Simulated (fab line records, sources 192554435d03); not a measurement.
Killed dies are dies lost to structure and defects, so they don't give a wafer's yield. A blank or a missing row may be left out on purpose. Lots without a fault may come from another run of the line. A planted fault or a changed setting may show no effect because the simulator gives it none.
Split-lot experiment | flow n5_finfet | 7 lots, 21 wafers read, on a route of 1938 steps

THE SPLIT
At N5_BEOL_M5_ETCH_41 (etches SiCN in CH3F/O2, target depth 31.5 nm, time 56.7 s), the setting source_w was moved away from the recipe's 395 W on 8 of the 21 wafers read, by -14.9% to +14.0%. The other wafers ran this setting at the recipe's value.

The reading is taken at the split's own step.

THE READING
rf_vpp_V, in V, at N5_BEOL_M5_ETCH_41 (etches SiCN in CH3F/O2, target depth 31.5 nm, time 56.7 s). Fault-free wafers of this fab line usually give 297.7 V, standard deviation 0.98 V.

wafer  | tool, chamber at the split | source_w as run, W | against the recipe | rf_vpp_V, V | against lot-mates on the recipe
L074.3 | rie_diel-02, 0             | 395                | recipe             | 297.8       | -
L074.5 | rie_diel-02, 0             | 395                | recipe             | 297.2       | -
L074.6 | rie_diel-02, 1             | 395                | recipe             | 296.3       | -
L076.2 | rie_diel-05, 1             | 395                | recipe             | 296.5       | -
L076.4 | rie_diel-05, 0             | 433.3              | +9.7%              | 289.3       | -7.7
L076.5 | rie_diel-05, 0             | 395                | recipe             | 297.5       | -
L087.1 | rie_diel-02, 2             | 395                | recipe             | 299.8       | -
L087.5 | rie_diel-02, 2             | 419.8              | +6.3%              | 292.2       | -7.6
L087.6 | rie_diel-02, 1             | 419.8              | +6.3%              | 291.2       | -8.6
L088.1 | rie_diel-05, 0             | 395                | recipe             | 298.2       | -
L088.3 | rie_diel-05, 1             | 395                | recipe             | 298.5       | -
L088.6 | rie_diel-05, 2             | 395                | recipe             | 297.0       | -
L090.3 | rie_diel-02, 2             | 442.3              | +12.0%             | 286.6       | -10.3
L090.4 | rie_diel-02, 0             | 395                | recipe             | 296.9       | -
L090.6 | rie_diel-02, 3             | 442.3              | +12.0%             | 285.2       | -11.7
L092.3 | rie_diel-05, 0             | 395                | recipe             | 298.3       | -
L092.5 | rie_diel-05, 2             | 450.4              | +14.0%             | 285.4       | -12.9
L092.6 | rie_diel-05, 3             | 395                | recipe             | 298.3       | -
L091.2 | rie_diel-01, 3             | 336.2              | -14.9%             | 313.2       | +16.5
L091.3 | rie_diel-01, 1             | 395                | recipe             | 296.7       | -
L091.5 | rie_diel-01, 3             | 336.2              | -14.9%             | 312.6       | +15.9

THE FIT
A straight line over all 21 wafers: rf_vpp_V changes by -0.971 V for each +1% of source_w; r = -0.99; the points scatter about the line by 0.95 V.
The same after taking each lot's own level away (the mean of its wafers on the recipe; 21 wafers): -1.01 V for each +1%; r = -0.99; scatter 1 V.
On that fit, the largest move of source_w shifts the reading by 15 V.
The lots' own levels span 296.70 to 299.80 V, that is 3.2 times the standard deviation above.
So the lot-to-lot level changes the slope little: the two slopes agree.
Check: with one of the wafers moved furthest among these (-14.9%) left out of the fit, the line predicts +14.7 V for it against its lot-mates. It came out at +16.5 V against them.
Tool readings at the split's step, against how far the setting was moved: rf_vpp_V r = -0.99.

OTHER SPLITS ON THESE WAFERS
These wafers also went through other splits before the reading. Each is held against what the fit with the lots' levels taken away leaves over:
other split on the same wafers    | wafers away from the commonest value | r with rf_vpp_V (lot level and that fit taken away)
N5_BEOL_M4_COAT_76 spin_rpm       | 7                                    | +0.34
N5_BEOL_M5_HM_DEP_02 target_thk_a | 6                                    | +0.06

THE WHOLE CHAIN: every reading that the file lists as answering this split, in the file's order
step               | what it does                                              | reading                                                        | change (the file's fit)                | r (the file's)
N5_BEOL_M5_ETCH_41 | etches SiCN in CH3F/O2, target depth 31.5 nm, time 56.7 s | rf_vpp_V                                                       | -0.979 V for each +1% of the setting   | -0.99
N5_BEOL_M5_ETCH_41 | etches SiCN in CH3F/O2, target depth 31.5 nm, time 56.7 s | etch.depth_nm (the simulator's own value, which no gauge read) | +0.0906 nm for each +1% of the setting | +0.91

THE FILE'S OWN FIT
rf_vpp_V changes by -0.979 V for each +1% of source_w, r = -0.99.
